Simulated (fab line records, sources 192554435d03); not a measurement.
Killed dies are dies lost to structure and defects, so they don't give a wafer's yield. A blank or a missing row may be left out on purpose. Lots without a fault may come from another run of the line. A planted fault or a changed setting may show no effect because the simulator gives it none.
Which tool did it? | flow n5_finfet | 10 lots, 30 wafers sampled, at 6 steps of a route of 1938

WHAT THE GAUGES READ, wafer by wafer
N5_BEOL_M2_THK_MEAS_01.
lot  | measured     | on            | M2_ILD_THK (nm)
L745 | day 6 10:29  | film_metro-01 | 81.5 80.9 80.7
L746 | day 6 17:44  | film_metro-02 | 78.6 78.9 79.0
L747 | day 7 02:44  | film_metro-01 | 78.6 77.8 78.7
L750 | day 8 13:59  | film_metro-01 | 78.0 79.7 78.6
L752 | day 8 21:38  | film_metro-01 | 105.6 79.3 107.1
L751 | day 9 00:34  | film_metro-02 | 104.3 104.9 78.7
L754 | day 9 04:28  | film_metro-02 | 78.5 78.8 79.6
L762 | day 11 05:01 | film_metro-02 | 78.9 80.0 80.3
L765 | day 11 22:40 | film_metro-01 | 79.2 79.5 80.4
L766 | day 12 06:25 | film_metro-01 | 78.7 78.3 79.1

N5_BEOL_M4_RC_MEAS_101.
lot  | measured     | on        | DIBL_N (mV/V)  | DIBL_P (mV/V)  | IOFF_N (nA/um)    | IOFF_P (nA/um) | ION_N (uA/um) | ION_P (uA/um) | SS_N (mV/dec)  | SS_P (mV/dec)  | VT_N (mV)         | VT_P (mV)
L745 | day 8 12:22  | prober-02 | 34.5 35.0 35.1 | 33.8 35.0 34.7 | 0.124 0.131 0.136 | 0.16 0.17 0.16 | 676 659 661   | 455 446 451   | 70.4 71.1 70.7 | 72.2 72.5 72.9 | 254.2 253.3 251.9 | -256.0 -252.8 -257.8
L746 | day 8 17:25  | prober-02 | 36.5 34.5 34.4 | 35.3 33.6 33.3 | 0.129 0.114 0.112 | 0.19 0.18 0.17 | 654 672 666   | 452 470 462   | 71.4 71.0 70.8 | 73.9 72.9 72.3 | 254.5 254.6 254.9 | -251.4 -251.4 -253.8
L747 | day 8 19:13  | prober-01 | 34.9 35.2 36.4 | 34.6 35.3 35.9 | 0.145 0.160 0.168 | 0.22 0.22 0.22 | 661 670 669   | 457 462 460   | 71.4 71.6 72.3 | 72.4 73.1 72.6 | 249.4 245.6 247.4 | -248.6 -248.3 -250.0
L750 | day 9 22:37  | prober-02 | 40.6 39.2 41.7 | 39.6 39.2 41.4 | 0.218 0.194 0.236 | 0.27 0.25 0.30 | 676 686 678   | 465 466 467   | 72.8 72.2 72.6 | 74.5 74.2 74.4 | 248.8 246.9 246.5 | -248.0 -246.9 -246.9
L752 | day 10 08:02 | prober-02 | 36.1           | 36.5           | 0.157             | 0.22           | 675           | 459           | 71.7           | 74.0           | 251.4             | -250.4
L751 | day 10 05:42 | prober-01 | 38.5           | 36.5           | 0.182             | 0.20           | 675           | 454           | 71.5           | 73.5           | 249.8             | -251.3
L754 | day 11 00:58 | prober-01 | 36.0 35.7 34.6 | 37.2 36.8 35.8 | 0.153 0.155 0.135 | 0.21 0.22 0.20 | 688 672 665   | 469 467 466   | 70.9 71.1 71.5 | 74.1 73.8 73.6 | 249.2 250.3 251.7 | -248.9 -250.4 -249.1
L762 | day 12 21:11 | prober-01 | 35.9 37.4 35.4 | 37.6 38.4 37.0 | 0.158 0.185 0.133 | 0.19 0.20 0.17 | 682 674 658   | 463 457 456   | 71.7 71.9 71.7 | 73.3 74.1 73.5 | 251.3 250.6 255.4 | -253.3 -255.3 -255.4
L765 | day 13 15:59 | prober-02 | 38.0 36.2 38.5 | 36.8 35.3 37.9 | 0.169 0.148 0.187 | 0.22 0.20 0.23 | 676 673 679   | 469 462 460   | 72.0 70.9 71.9 | 73.9 73.6 74.0 | 249.1 250.4 246.4 | -247.3 -249.4 -247.4
L766 | day 14 00:02 | prober-02 | 33.6 32.7 34.6 | 33.1 32.2 33.9 | 0.130 0.124 0.132 | 0.18 0.17 0.19 | 675 673 656   | 467 464 457   | 71.5 70.7 70.9 | 72.1 72.4 72.7 | 250.5 255.6 253.0 | -250.3 -251.7 -251.1

WHICH TOOL RAN EACH LOT (tool, then ch and the chambers of the sampled wafers, then the start)
lot  | N5_BEOL_M1_SPUTTER_90        | N5_BEOL_M1_SPUTTER_96        | N5_BEOL_M1_CMP_52             | N5_BEOL_M2_ILD_DEP_00
L745 | pvd_sputter-03, day 6 08:34  | pvd_sputter-03, day 6 09:14  | cmp-04 ch 0,1, day 6 09:50    | pecvd-01 ch 0,1,2, day 6 10:26
L746 | pvd_sputter-01, day 6 15:53  | pvd_sputter-01, day 6 16:33  | cmp-04 ch 1,2,3, day 6 17:07  | pecvd-04 ch 1,2, day 6 17:40
L747 | pvd_sputter-01, day 7 00:51  | pvd_sputter-01, day 7 01:31  | cmp-04 ch 1,2,3, day 7 02:02  | pecvd-01 ch 0,1,2, day 7 02:40
L750 | pvd_sputter-02, day 8 12:08  | pvd_sputter-02, day 8 12:48  | cmp-04 ch 0,1,3, day 8 13:23  | pecvd-04 ch 0,1,2, day 8 13:55
L752 | pvd_sputter-02, day 8 19:31  | pvd_sputter-02, day 8 20:11  | cmp-02 ch 0,1,2, day 8 20:56  | pecvd-04 ch 0,2, day 8 21:34
L751 | pvd_sputter-02, day 8 22:26  | pvd_sputter-02, day 8 23:06  | cmp-04 ch 1,2, day 8 23:52    | pecvd-04 ch 0,1,2, day 9 00:29
L754 | pvd_sputter-03, day 9 02:34  | pvd_sputter-03, day 9 03:14  | cmp-02 ch 0,1,3, day 9 03:44  | pecvd-03 ch 0,2, day 9 04:23
L762 | pvd_sputter-02, day 11 02:55 | pvd_sputter-02, day 11 03:34 | cmp-01 ch 0,1,3, day 11 04:20 | pecvd-01 ch 0,1,2, day 11 04:56
L765 | pvd_sputter-01, day 11 20:49 | pvd_sputter-01, day 11 21:29 | cmp-02 ch 0,2,3, day 11 22:03 | pecvd-01 ch 0,2, day 11 22:35
L766 | pvd_sputter-03, day 12 04:24 | pvd_sputter-03, day 12 05:04 | cmp-04 ch 1,2,3, day 12 05:46 | pecvd-01 ch 1,2, day 12 06:21
- N5_BEOL_M1_SPUTTER_90: material Cu, target thk 4.5 nm, time 8.29 s.
- N5_BEOL_M1_SPUTTER_96: material Cu, target thk 4.5 nm, time 8.29 s.
- N5_BEOL_M1_CMP_52: polishes, stops on SiOC, t overpolish 6.8 s, target thk 40 nm.
- N5_BEOL_M2_ILD_DEP_00: deposits SiOC from DEMS/O2, target thk 79 nm, time 15.3 s.

WHAT THE TOOLS THEMSELVES READ (means of the sampled wafers that have a number; where no wafer has one, the mark that the record gives instead)
N5_BEOL_M1_SPUTTER_90.
lot  | tool           | throttle_valve_pct (%)
L745 | pvd_sputter-03 | 29.6
L746 | pvd_sputter-01 | 28.5
L747 | pvd_sputter-01 | 29.1
L750 | pvd_sputter-02 | 30.3
L752 | pvd_sputter-02 | 29.4
L751 | pvd_sputter-02 | 30.2
L754 | pvd_sputter-03 | 29.6
L762 | pvd_sputter-02 | 30.3
L765 | pvd_sputter-01 | 29.0
L766 | pvd_sputter-03 | 29.7

N5_BEOL_M1_SPUTTER_96.
lot  | tool           | throttle_valve_pct (%)
L745 | pvd_sputter-03 | 29.8
L746 | pvd_sputter-01 | 28.5
L747 | pvd_sputter-01 | 29.1
L750 | pvd_sputter-02 | 30.4
L752 | pvd_sputter-02 | 29.3
L751 | pvd_sputter-02 | 29.9
L754 | pvd_sputter-03 | 29.4
L762 | pvd_sputter-02 | 30.4
L765 | pvd_sputter-01 | 29.0
L766 | pvd_sputter-03 | 29.7

N5_BEOL_M1_CMP_52.
lot  | tool   | barrier_field_endpoint_s (s) | edge_zone_pressure_frac | motor_current_A (A) | overpolish_run_s (s) | time_to_endpoint_s (s)
L745 | cmp-04 | 25.2                         | 1.001                   | 5.3                 | 6.802                | 66
L746 | cmp-04 | 25.4                         | 0.998                   | 5.4                 | 6.797                | 66
L747 | cmp-04 | 25.8                         | 1.001                   | 5.7                 | 6.800                | 70
L750 | cmp-04 | 25.4                         | 0.998                   | 5.7                 | 6.792                | 64
L752 | cmp-02 | 24.9                         | 0.998                   | 5.6                 | 6.785                | 65
L751 | cmp-04 | 25.2                         | 0.998                   | 5.3                 | 6.796                | 65
L754 | cmp-02 | 24.8                         | 1.000                   | 5.4                 | 6.802                | 63
L762 | cmp-01 | 24.5                         | 0.999                   | 6.6                 | 6.798                | 66
L765 | cmp-02 | 25.1                         | 1.001                   | 5.3                 | 6.796                | 65
L766 | cmp-04 | 24.9                         | 0.999                   | 5.7                 | 6.797                | 64

N5_BEOL_M2_ILD_DEP_00.
lot  | tool     | heater_power_w (W) | showerhead_plenum_p_Torr (Torr) | throttle_valve_pct (%)
L745 | pecvd-01 | 565                | 5.696                           | 12.0
L746 | pecvd-04 | 445                | 5.695                           | 11.8
L747 | pecvd-01 | 571                | 5.689                           | 11.7
L750 | pecvd-04 | 449                | 5.683                           | 11.8
L752 | pecvd-04 | 449                | 5.691                           | 11.8
L751 | pecvd-04 | 413                | 5.689                           | 11.9
L754 | pecvd-03 | 581                | 5.712                           | 11.2
L762 | pecvd-01 | 544                | 5.692                           | 11.5
L765 | pecvd-01 | 566                | 5.698                           | 11.1
L766 | pecvd-01 | 584                | 5.680                           | 11.4

THE ANSWER, worked out from the rows above alone
Rule: what is usual is taken from the lots themselves. Put in order of their means at a reading, lots are off if they are a third of the lots or fewer, leave a main group of 4 or more, and stand apart from it by a gap of 3 or more times the standard deviation of the main group's means; of several such gaps the widest counts. A main group whose means are all the same, to the digits that the tables above print for the reading, isn't used. A lot without any number at a reading at which 4 lots or more have one is off too. The other lots that the step has rows for count as sound. The gauges are gone through in route order, then the tools' own readings, and for those a lot's mean is taken as printed above. The first step at which some lot is off is used, and at that step the reading that is off furthest; a lot without a number counts as furthest.
Off: L752, L751, at N5_BEOL_M2_THK_MEAS_01 (M2_ILD_THK). The main group: mean 79.3 nm, standard deviation 0.81.
A tool fits if, at a process step before that reading, it ran every lot that is off, and no sound lot after the first of them. The gauges at N5_BEOL_M2_THK_MEAS_01 are tried like those tools. One fits: pecvd-04 at N5_BEOL_M2_ILD_DEP_00. Its last sound lot is L750 (day 8 13:55), its first lot that is off L752 (day 8 21:34): a fault that began between those two fits.

WHAT THE SIMULATOR HAD PUT IN
Process parameter drift: pecvd-04, from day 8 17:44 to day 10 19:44, at N5_BEOL_M2_ILD_DEP_00. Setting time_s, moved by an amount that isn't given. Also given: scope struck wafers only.
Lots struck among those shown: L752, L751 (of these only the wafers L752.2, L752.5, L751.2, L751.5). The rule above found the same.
